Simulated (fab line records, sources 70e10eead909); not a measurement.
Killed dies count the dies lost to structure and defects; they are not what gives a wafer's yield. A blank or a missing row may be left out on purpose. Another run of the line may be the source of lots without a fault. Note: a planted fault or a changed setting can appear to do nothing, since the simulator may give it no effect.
fab line records | flow nandHarc
[record] lots = 11 | wafers = 33 | lastDay = 33
route steps=1302 shown P_STI@91 P_GATE@157 END@1302
lots untouched by any fault: they come from a run of this same line in which no faults occurred
startH: hours from the record's opening day to when the first of the lot's shown wafers began | waitH: hours from the lot's prior step to this one | " unchanged from the row above | L1.1+2: a single row standing in for several wafers | - no value, or no start given | * or withheld: withheld | < > ~ a bound
route shown NAME@n: NAME is a module with steps in the file, n the number in the route of the first one | usual: average and standard deviation across the fault-free wafers | same: alike in all rows | chamber/n: place in a boat | sites: the reading at each site | _std_site: their standard deviation | _edge_site: the outer-site mean with the inner-site mean subtracted | radiusMm: how far each site lies from the wafer's centre | mask NAME#n: copy n | behind: the tool/chamber that last shaped the wafer | hold: cause of the lot's hold/its duration in hours/its outcome | device: which transistor (n, p or np) failed to switch | end of line: the route-end tests of the same wafers | a step given without rows: its recipe and nothing more | killed: count of dies lost to structure and defects at first sort (not the wafer's yield) | map: the dies of a wafer, with x for killed, . for not killed, _ for no die there
set.NAME: the setting that was run; set.NAME@STEP: the one run at that earlier step | model.NAME: the simulator's own value behind a step, which no gauge read
route steps across a sampled set of lots; one table per step, one row per wafer
services: the hour from which a tool's chamber was out of use, counted from the record's first day as startH (under 0 if before that day), plus the number of hours and why
[[steps]]
[step NHARC_P_STI_CD_MEAS_16]
[usual] cdNm = 199.3/1.7
lot.wafer | tool     | chamber | startH | waitH | cdNm
L298.2    | cdSem-01 | -       | 56.76  | -     | 198.8
L298.3    | "        | -       | "      | "     | 198.8
L298.6    | "        | -       | "      | "     | 200.7
L301.1    | cdSem-03 | -       | 82.87  | -     | 196.8
L301.4    | "        | -       | "      | "     | 200.1
L301.5    | "        | -       | "      | "     | 198.0
L302.1    | cdSem-01 | -       | 95.20  | -     | 200.6
L302.3    | "        | -       | "      | "     | 199.8
L302.6    | "        | -       | "      | "     | 198.1
L306.3    | cdSem-01 | -       | 133.84 | -     | 200.8
L306.4    | "        | -       | "      | "     | 201.2
L306.5    | "        | -       | "      | "     | 199.2
L307.2    | cdSem-03 | -       | 143.54 | -     | 200.8
L307.3    | "        | -       | "      | "     | 202.6
L307.6    | "        | -       | "      | "     | 199.2
L309.1    | cdSem-03 | -       | 163.87 | -     | 198.4
L309.4    | "        | -       | "      | "     | 199.0
L309.5    | "        | -       | "      | "     | 199.7
L310.2    | cdSem-02 | -       | 174.53 | -     | 200.0
L310.4    | "        | -       | "      | "     | 197.0
L310.5    | "        | -       | "      | "     | 196.5
L316.2    | cdSem-02 | -       | 233.76 | -     | 198.8
L316.3    | "        | -       | "      | "     | 198.9
L316.4    | "        | -       | "      | "     | 197.4
L317.3    | cdSem-02 | -       | 247.82 | -     | 194.8
L317.5    | "        | -       | "      | "     | 197.3
L317.6    | "        | -       | "      | "     | 195.1
L319.4    | cdSem-02 | -       | 263.73 | -     | 196.7
L319.5    | "        | -       | "      | "     | 200.6
L319.6    | "        | -       | "      | "     | 195.8
L320.1    | cdSem-01 | -       | 274.20 | -     | 201.4
L320.4    | "        | -       | "      | "     | 196.7
L320.6    | "        | -       | "      | "     | 201.0
[step NHARC_P_GATE_STRIP_101]
[recipe] timeS = 20 | o2FlowSccm = 500 | arFlowSccm = 0 | biasW = 0 | chemistry = O2
[usual] drypumpMotorCurrentA = 5.7/0.4 | oesProductAu = 1.000/0.0081 | rfVppV = 57.9/0.93 | showerheadPlenumPTorr = 3.58/0.17 | throttleValvePct = 17.035/0.009
lot.wafer | tool       | chamber | startH | waitH | drypumpMotorCurrentA | oesProductAu | rfHoursCounterH | rfVppV | showerheadPlenumPTorr | throttleValvePct
L298.2    | rieDiel-12 | 2       | 122.10 | 0.1   | 5.8                  | 0.991        | 1               | 58.9   | 3.54                  | 17.032
L298.3    | "          | 1       | "      | "     | 5.5                  | 1.004        | 1               | 59.1   | 3.78                  | 17.024
L298.6    | "          | 3       | "      | "     | 5.6                  | 0.995        | -               | 58.9   | 3.35                  | 17.044
L301.1    | rieDiel-05 | 0       | 142.27 | 0.1   | 6.1                  | 0.989        | 4               | 57.2   | 3.41                  | 17.060
L301.4    | "          | 3       | "      | "     | 6.0                  | 0.990        | 4               | 57.9   | 3.62                  | 17.047
L301.5    | "          | 1       | "      | "     | 6.5                  | 0.997        | -               | 58.2   | 3.76                  | 17.033
L302.3    | rieDiel-12 | 3       | 160.64 | 0.1   | 5.7                  | 1.003        | 3               | 57.2   | 3.35                  | 17.035
L302.1    | "          | 1       | "      | "     | 5.5                  | 1.012        | 2               | 57.9   | 3.78                  | 17.038
L302.6    | "          | 0       | "      | "     | 5.9                  | 1.015        | -               | 56.4   | 3.32                  | 17.034
L306.4    | rieDiel-01 | 1       | 197.53 | 0.1   | 5.9                  | 1.008        | 11              | 58.7   | 3.75                  | 17.029
L306.3    | "          | 2       | "      | "     | 5.3                  | 0.994        | 11              | 59.3   | 3.75                  | 17.032
L306.5    | "          | 0       | "      | "     | 4.8                  | 0.996        | -               | 58.3   | 3.68                  | 17.032
L307.2    | rieDiel-12 | 1       | 208.46 | 0.1   | 5.5                  | 0.987        | 4               | 58.7   | 3.78                  | 17.025
L307.3    | "          | 2       | "      | "     | 5.8                  | 0.990        | 5               | 57.6   | 3.54                  | 17.039
L307.6    | "          | 3       | "      | "     | 5.7                  | 1.008        | -               | 58.5   | 3.35                  | 17.021
L309.4    | rieDiel-05 | 2       | 226.71 | 0.1   | 5.6                  | 1.003        | 11              | 56.6   | 3.48                  | 17.047
L309.1    | "          | 0       | "      | "     | 6.1                  | 0.990        | 9               | 55.8   | 3.41                  | 17.048
L309.5    | "          | 1       | "      | "     | 6.4                  | 1.003        | -               | 60.0   | 3.76                  | 17.036
L310.2    | rieDiel-05 | 3       | 250.42 | 0.1   | 6.0                  | 1.018        | 0               | 57.8   | 3.62                  | 17.017
L310.4    | "          | 2       | "      | "     | 5.6                  | 0.996        | 0               | 59.3   | 3.48                  | 17.031
L310.5    | "          | 0       | "      | "     | 6.1                  | 0.997        | -               | 57.3   | 3.41                  | 17.043
L316.4    | rieDiel-05 | 2       | 295.21 | 0.1   | 5.6                  | 0.992        | 2               | 55.3   | 3.48                  | 17.060
L316.2    | "          | 3       | "      | "     | 6.0                  | 0.997        | 2               | 58.8   | 3.62                  | 17.029
L316.3    | "          | 1       | "      | "     | 6.5                  | 0.996        | 2               | 60.2   | 3.76                  | 17.025
L317.3    | rieDiel-12 | 0       | 309.11 | 0.1   | 5.9                  | 0.994        | 1               | 59.1   | 3.31                  | 17.050
L317.6    | "          | 0       | "      | "     | 5.8                  | 0.993        | -               | 57.1   | 3.31                  | 17.048
L317.5    | "          | 1       | "      | "     | 5.5                  | 0.988        | -               | 57.7   | 3.78                  | 17.036
L319.4    | rieDiel-05 | 2       | 327.17 | 0.1   | 5.6                  | 0.997        | 4               | 58.2   | 3.48                  | 17.018
L319.5    | "          | 2       | "      | "     | 5.6                  | 1.001        | -               | 57.7   | 3.48                  | 17.027
L319.6    | "          | 3       | "      | "     | 6.0                  | 1.023        | -               | 59.4   | 3.62                  | 17.032
L320.1    | rieDiel-05 | 3       | 338.57 | 0.1   | 6.0                  | 1.016        | 5               | 58.7   | 3.62                  | 17.042
L320.4    | "          | 2       | "      | "     | 5.6                  | 0.991        | 4               | 56.8   | 3.48                  | 17.038
L320.6    | "          | 3       | "      | "     | 6.0                  | 1.008        | -               | 56.9   | 3.62                  | 17.054
[step NHARC_P_GATE_EXPOSE_56]
[recipe] na = 0.6 | targetCdNm = 720 | doseMj = 14.81 | maskId = P_PSD
[usual] focusOffsetNm = 0.0/0.52 | reticleTempC = 23.00/0.11
lot.wafer | tool          | chamber | startH | waitH | mask    | focusOffsetNm | reticleTempC
L298.2    | krfScanner-02 | 0       | 124.64 | -     | P_PSD#0 | 0.0           | 23.06
L298.3    | "             | 0       | "      | "     | P_PSD#0 | -0.6          | 22.95
L298.6    | "             | 0       | "      | "     | P_PSD#0 | -0.9          | 22.89
L301.1    | krfScanner-01 | 0       | 144.82 | -     | P_PSD#0 | 0.3           | 22.95
L301.4    | "             | 0       | "      | "     | P_PSD#0 | 0.2           | 23.14
L301.5    | "             | 0       | "      | "     | P_PSD#0 | 0.0           | 23.21
L302.1    | krfScanner-04 | 0       | 163.05 | -     | P_PSD#0 | 0.9           | 23.16
L302.3    | "             | 0       | "      | "     | P_PSD#0 | 1.4           | 23.17
L302.6    | "             | 0       | "      | "     | P_PSD#0 | 0.3           | 23.11
L306.3    | krfScanner-02 | 0       | 199.94 | -     | P_PSD#0 | 0.3           | 23.06
L306.4    | "             | 0       | "      | "     | P_PSD#0 | -0.8          | 23.09
L306.5    | "             | 0       | "      | "     | P_PSD#0 | -0.5          | 23.27
L307.2    | krfScanner-04 | 0       | 211.02 | -     | P_PSD#0 | 0.1           | 22.94
L307.3    | "             | 0       | "      | "     | P_PSD#0 | -0.3          | 23.07
L307.6    | "             | 0       | "      | "     | P_PSD#0 | 0.0           | 23.03
L309.1    | krfScanner-04 | 0       | 229.10 | -     | P_PSD#0 | -0.3          | 22.86
L309.4    | "             | 0       | "      | "     | P_PSD#0 | -0.1          | 23.04
L309.5    | "             | 0       | "      | "     | P_PSD#0 | -0.1          | 23.02
L310.2    | krfScanner-02 | 0       | 252.95 | -     | P_HVN#0 | -0.3          | 22.97
L310.4    | "             | 0       | "      | "     | P_HVN#0 | 0.1           | 23.15
L310.5    | "             | 0       | "      | "     | P_HVN#0 | 0.0           | 23.02
L316.2    | krfScanner-02 | 0       | 297.61 | -     | P_PSD#0 | -0.2          | 22.98
L316.3    | "             | 0       | "      | "     | P_PSD#0 | 0.8           | 23.07
L316.4    | "             | 0       | "      | "     | P_PSD#0 | 0.7           | 22.96
L317.3    | krfScanner-02 | 0       | 311.53 | -     | P_PSD#0 | 1.0           | 22.88
L317.5    | "             | 0       | "      | "     | P_PSD#0 | 0.5           | 22.71
L317.6    | "             | 0       | "      | "     | P_PSD#0 | 0.6           | 22.96
L319.4    | krfScanner-02 | 0       | 329.73 | -     | P_PSD#0 | -0.3          | 23.17
L319.5    | "             | 0       | "      | "     | P_PSD#0 | -0.1          | 22.99
L319.6    | "             | 0       | "      | "     | P_PSD#0 | 0.1           | 22.98
L320.1    | krfScanner-02 | 0       | 340.96 | -     | P_PSD#0 | 0.3           | 22.98
L320.4    | "             | 0       | "      | "     | P_PSD#0 | 0.0           | 23.04
L320.6    | "             | 0       | "      | "     | P_PSD#0 | 1.1           | 22.98
[step NHARC_P_GATE_CD_MEAS_59]
[recipe] targetCdNm = 720 | landingEnergyEv = 500
[usual] cdNm = 720.1/1.2
lot.wafer | tool     | chamber | startH | waitH | cdNm
L298.2    | cdSem-02 | 0       | 124.81 | -     | 721.0
L298.3    | "        | 0       | "      | "     | 721.4
L298.6    | "        | 0       | "      | "     | 721.7
L301.1    | cdSem-01 | 0       | 144.97 | -     | 719.1
L301.4    | "        | 0       | "      | "     | 718.6
L301.5    | "        | 0       | "      | "     | 718.1
L302.1    | cdSem-02 | 0       | 163.21 | -     | 718.3
L302.3    | "        | 0       | "      | "     | 718.2
L302.6    | "        | 0       | "      | "     | 718.3
L306.3    | cdSem-02 | 0       | 200.09 | -     | 721.6
L306.4    | "        | 0       | "      | "     | 722.3
L306.5    | "        | 0       | "      | "     | 721.4
L307.2    | cdSem-01 | 0       | 211.18 | -     | 719.9
L307.3    | "        | 0       | "      | "     | 719.8
L307.6    | "        | 0       | "      | "     | 718.2
L309.1    | cdSem-01 | 0       | 229.25 | -     | 720.3
L309.4    | "        | 0       | "      | "     | 719.5
L309.5    | "        | 0       | "      | "     | 720.3
L310.2    | cdSem-03 | 0       | 253.10 | -     | -
L310.4    | "        | 0       | "      | "     | -
L310.5    | "        | 0       | "      | "     | -
L316.2    | cdSem-01 | 0       | 297.76 | -     | 722.6
L316.3    | "        | 0       | "      | "     | 721.6
L316.4    | "        | 0       | "      | "     | 722.6
L317.3    | cdSem-01 | 0       | 311.68 | -     | 719.7
L317.5    | "        | 0       | "      | "     | 719.8
L317.6    | "        | 0       | "      | "     | 719.0
L319.4    | cdSem-02 | 0       | 329.89 | -     | 719.3
L319.5    | "        | 0       | "      | "     | 721.2
L319.6    | "        | 0       | "      | "     | 721.2
L320.1    | cdSem-01 | 0       | 341.12 | -     | 722.0
L320.4    | "        | 0       | "      | "     | 720.9
L320.6    | "        | 0       | "      | "     | 722.2
[step NHARC_P_GATE_DESCUM_61]
[recipe] timeS = 3 | o2FlowSccm = 200 | arFlowSccm = 0 | biasPowerW = 0 | chemistry = O2
[usual] drypumpMotorCurrentA = 5.7/0.39 | oesProductAu = 1.000/0.0074 | rfVppV = 57.9/0.87 | showerheadPlenumPTorr = 1.95/0.095 | throttleValvePct = 11.311/0.0089
lot.wafer | tool       | chamber | startH | waitH | drypumpMotorCurrentA | oesProductAu | rfHoursCounterH | rfVppV | showerheadPlenumPTorr | throttleValvePct
L298.3    | rieDiel-05 | 1       | 124.98 | -     | 6.5                  | 1.001        | 3.4             | 59.2   | 2.05                  | 11.313
L298.2    | "          | 2       | "      | "     | 5.6                  | 0.998        | 3.5             | 57.6   | 1.89                  | 11.307
L298.6    | "          | 1       | "      | "     | 6.5                  | 1.003        | -               | 58.5   | 2.05                  | 11.303
L301.4    | rieDiel-05 | 1       | 145.15 | -     | 6.4                  | 0.996        | 4.6             | 59.2   | 2.05                  | 11.319
L301.1    | "          | 3       | "      | "     | 6.0                  | 0.999        | 4.3             | 58.3   | 1.97                  | 11.307
L301.5    | "          | 1       | "      | "     | 6.5                  | 0.993        | -               | 59.2   | 2.05                  | 11.306
L302.3    | rieDiel-12 | 2       | 163.39 | -     | 5.8                  | 1.004        | 2.6             | 56.6   | 1.92                  | 11.313
L302.1    | "          | 0       | "      | "     | 5.8                  | 0.980        | 3.0             | 57.6   | 1.79                  | 11.309
L302.6    | "          | 0       | "      | "     | 5.8                  | 0.998        | -               | 57.8   | 1.79                  | 11.299
L306.4    | rieDiel-12 | 2       | 200.24 | -     | 5.8                  | 0.998        | 4.4             | 57.4   | 1.92                  | 11.316
L306.3    | "          | 0       | "      | "     | 5.8                  | 1.000        | 4.4             | 59.2   | 1.79                  | 11.307
L306.5    | "          | 3       | "      | "     | 5.6                  | 0.997        | -               | 58.1   | 1.81                  | 11.313
L307.3    | rieDiel-05 | 3       | 211.35 | -     | 5.9                  | 1.010        | 9.0             | 57.4   | 1.97                  | 11.305
L307.2    | "          | 0       | "      | "     | 6.0                  | 0.992        | 8.5             | 57.3   | 1.84                  | 11.313
L307.6    | "          | 3       | "      | "     | 6.0                  | 1.003        | -               | 58.5   | 1.97                  | 11.316
L309.4    | rieDiel-01 | 2       | 229.43 | -     | 5.3                  | 1.001        | 0.3             | 58.9   | 2.04                  | 11.318
L309.1    | "          | 3       | "      | "     | 5.4                  | 1.012        | 0.3             | 59.0   | 2.03                  | 11.323
L309.5    | "          | 1       | "      | "     | 5.9                  | 1.003        | -               | 57.6   | 2.04                  | 11.325
L310.2    | rieDiel-05 | 1       | 253.26 | -     | 6.5                  | 1.011        | 0.2             | 58.0   | 2.05                  | 11.327
L310.4    | "          | 3       | "      | "     | 6.0                  | 1.009        | 0.2             | 58.1   | 1.97                  | 11.304
L310.5    | "          | 1       | "      | "     | 6.5                  | 1.001        | -               | 58.2   | 2.05                  | 11.301
L316.2    | rieDiel-01 | 2       | 297.92 | -     | 5.3                  | 0.990        | 5.5             | 57.9   | 2.04                  | 11.304
L316.4    | "          | 0       | "      | "     | 4.8                  | 1.006        | 7.0             | 59.4   | 2.00                  | 11.296
L316.3    | "          | 1       | "      | "     | 5.9                  | 1.005        | 6.3             | 58.7   | 2.04                  | 11.310
L317.3    | rieDiel-01 | 0       | 311.88 | -     | 4.8                  | 1.005        | 7.4             | 58.2   | 2.00                  | 11.329
L317.5    | "          | 1       | "      | "     | 5.9                  | 0.999        | -               | 56.9   | 2.04                  | 11.299
L317.6    | "          | 2       | "      | "     | 5.3                  | 1.003        | -               | 57.9   | 2.04                  | 11.305
L319.4    | rieDiel-12 | 2       | 330.07 | -     | 5.8                  | 0.996        | 4.3             | 57.4   | 1.91                  | 11.311
L319.6    | "          | 0       | "      | "     | 5.8                  | 1.002        | -               | 57.8   | 1.79                  | 11.292
L319.5    | "          | 1       | "      | "     | 5.5                  | 0.988        | -               | 58.2   | 2.06                  | 11.292
L320.4    | rieDiel-05 | 3       | 341.28 | -     | 6.0                  | 1.010        | 4.8             | 56.9   | 1.97                  | 11.313
L320.1    | "          | 2       | "      | "     | 5.6                  | 1.000        | 4.4             | 57.9   | 1.88                  | 11.314
L320.6    | "          | 3       | "      | "     | 6.0                  | 1.007        | -               | 57.8   | 1.97                  | 11.301
[step NHARC_END_SORT_01]
[recipe] tempC = 25
[usual] killedAtArray = 54/16 | killedAtOther = 0.6/0.86 | killedAtPeriphery = 3.8/2.6 | killedDies = 58/16 | killedOpen = 3.3/1.8 | killedShort = 2.7/1.7
[same] grossDies = 677
lot.wafer | tool      | chamber | startH | waitH | killedAtArray | killedAtOther | killedAtPeriphery | killedDies | killedOpen | killedShort
L310.2    | prober-02 | 0       | 709.45 | 2.8   | 54            | 0             | 623               | 677        | 4          | 5
L310.4    | prober-02 | 0       | 711.03 | 3.4   | 52            | 0             | 625               | 677        | 2          | 3
L310.5    | prober-02 | 0       | 711.82 | 3.7   | 53            | 0             | 624               | 677        | 6          | 4
// killed by level:class
L310.2 P_GATE:areaExpose=619 A_CHANNEL_HOLE_D1:chamberFilmFlake=35 P_GATE:chamberFilmFlake=3 A_M1:chamberFilmFlake=3 A_ONON_D1:geometricParticle:short=2 A_WL_FILL:geometricParticle:short=2 A_CONTACT:chamberFilmFlake=2 P_CONTACT:geometricParticle:open=1
L310.4 P_GATE:areaExpose=624 A_CHANNEL_HOLE_D1:chamberFilmFlake=29 A_STAIRCASE:chamberFilmFlake=7 A_CHANNEL_FILL_D1:chamberFilmFlake=4 A_CONTACT:chamberFilmFlake=4 A_WL_FILL:geometricParticle:short=2 A_SLIT:chamberFilmFlake=2 P_M1:geometricParticle:open=1
L310.5 P_GATE:areaExpose=621 A_CHANNEL_HOLE_D1:chamberFilmFlake=34 A_STAIRCASE:chamberFilmFlake=4 A_DECK1_JOINT:geometricParticle:open=2 A_WL_FILL:geometricParticle:short=2 A_WL_FILL:geometricParticle:open=2 P_ZERO_WELL:chamberFilmFlake=2 A_SLIT:chamberFilmFlake=2
[[services]]
tool          | chamber | startH | hours | kind
rieDiel-05    | 3       | 109.15 | 12.5  | repair
rieDiel-05    | 0       | 110.60 | -     | clean
rieDiel-01    | -       | 124.55 | 0.7   | repair
krfScanner-01 | -       | 140.00 | 4.0   | pm
krfScanner-02 | -       | 144.89 | 5.8   | repair
rieDiel-01    | 3       | 158.58 | 3.0   | repair
rieDiel-12    | 3       | 161.48 | 14.6  | repair
krfScanner-04 | -       | 169.28 | 23.8  | repair
krfScanner-02 | -       | 190.80 | 0.8   | repair
rieDiel-01    | -       | 203.80 | 9.0   | pm
rieDiel-01    | -       | 222.88 | 0.7   | repair
rieDiel-05    | -       | 229.60 | 9.0   | pm
rieDiel-12    | 0       | 240.26 | 1.3   | repair
rieDiel-12    | 2       | 246.86 | 3.9   | repair
krfScanner-02 | -       | 266.00 | 4.0   | pm
rieDiel-12    | -       | 268.40 | 9.0   | pm
rieDiel-12    | 0       | 285.37 | 20.3  | repair
krfScanner-01 | -       | 298.52 | 2.2   | repair
krfScanner-01 | -       | 301.57 | 1.6   | repair
krfScanner-01 | -       | 312.00 | 4.0   | pm
rieDiel-05    | 1       | 320.73 | 5.1   | repair
rieDiel-05    | 2       | 322.31 | 4.4   | repair
rieDiel-12    | -       | 327.05 | 0.3   | repair
rieDiel-12    | -       | 335.17 | 0.2   | repair
[[key]]
[firstSign] step = NHARC_P_GATE_EXPOSE_56 | reading = mask | direction = changed
[effect] step = NHARC_P_GATE_CD_MEAS_59 | reading = cdNm | direction = missing
[effect] step = NHARC_END_SORT_01 | reading = killedAtPeriphery | direction = up | sigmas = 99+ | usual = 3.8 | struck = 624
[moreKillsBornAt] NHARC_P_GATE_EXPOSE_56@krfScanner-02 = 1864
metAt NHARC_P_GATE_EXPOSE_56
struckLots L310
laterRowsLeftOut L310.2,L310.4,L310.5
testerLeftOut L310
notActingAt NHARC_P_STI_CD_MEAS_16,NHARC_P_GATE_STRIP_101,NHARC_P_GATE_DESCUM_61
onsetBetween 199.94 252.95
[fault] kind = wrongMask | tool = any | chamber = - | onsetH = 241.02 | steps = NHARC_P_GATE_EXPOSE_56 | auxCopy = P_HVN#0 | scope = struckLotsOnly
// testerLeftOut: of these lots the tester's yield and bins aren't shown, on N5 and GAA mostly nor the transistor test; their killed dies are dies lost to structure and defects alone, not to doping, threshold or leakage, so they don't give the yield
// laterRowsLeftOut: the simulator's readings of these wafers behind a module that went badly wrong aren't trusted and aren't shown, but for the sort
